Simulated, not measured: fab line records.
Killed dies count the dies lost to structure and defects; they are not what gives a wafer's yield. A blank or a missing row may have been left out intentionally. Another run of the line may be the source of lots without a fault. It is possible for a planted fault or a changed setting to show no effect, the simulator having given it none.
Matching of chambers :: flow n5 finfet :: 4 sister chambers for N5_HKMG_FIN_PWFM_ALD_03 on ald metal-03
The step deposits TiN, target thk 2 nm, pulse time 1 s, purge time 3 s. 4 wafers are shown with their chamber, then 7 later ones without.

## WAFERS WITH THEIR CHAMBER
wafer: L083.1
chamber: 2
heater power w (W): 965

wafer: L083.3
chamber: 1
heater power w (W): 861

wafer: L084.1
chamber: 0
heater power w (W): 820

wafer: L084.2
chamber: 3
heater power w (W): 885

## WAFERS WITH NO CHAMBER GIVEN
wafer: L084.5
heater power w (W): 875

wafer: L088.1
heater power w (W): 866

wafer: L088.2
heater power w (W): 947

wafer: L088.5
heater power w (W): 942

wafer: L093.3
heater power w (W): 940

wafer: L093.5
heater power w (W): 800

wafer: L093.6
heater power w (W): 866

## CHAMBER TAKEN BY EACH
wafer: L084.5
from the rows above: can't be placed: 3 or 1
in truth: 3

wafer: L088.1
from the rows above: can't be placed: 1 or 3
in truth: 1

wafer: L088.2
from the rows above: 2
in truth: 2

wafer: L088.5
from the rows above: can't be placed: 2 or 3
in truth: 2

wafer: L093.3
from the rows above: can't be placed: 2 or 3
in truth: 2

wafer: L093.5
from the rows above: 0
in truth: 0

wafer: L093.6
from the rows above: can't be placed: 1 or 3
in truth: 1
Correctly placed: 2 of 7. These rows do not allow placing 5 (true chamber among the candidates in 5). Placed wrongly: 0.
How it was worked out, from the rows above alone: a wafer's distance from a chamber is the root of the sum, over the readings, of the square of ((its reading less the chamber's mean) divided by the reading's scatter). The wafer belongs to the nearest chamber; if the next one is less than 2 further off, it can't be placed. Each chamber's mean is taken over the wafers shown for it. The scatter: root of mean squared gap, hidden wafer to nearest shown wafer, with one shown wafer a chamber.
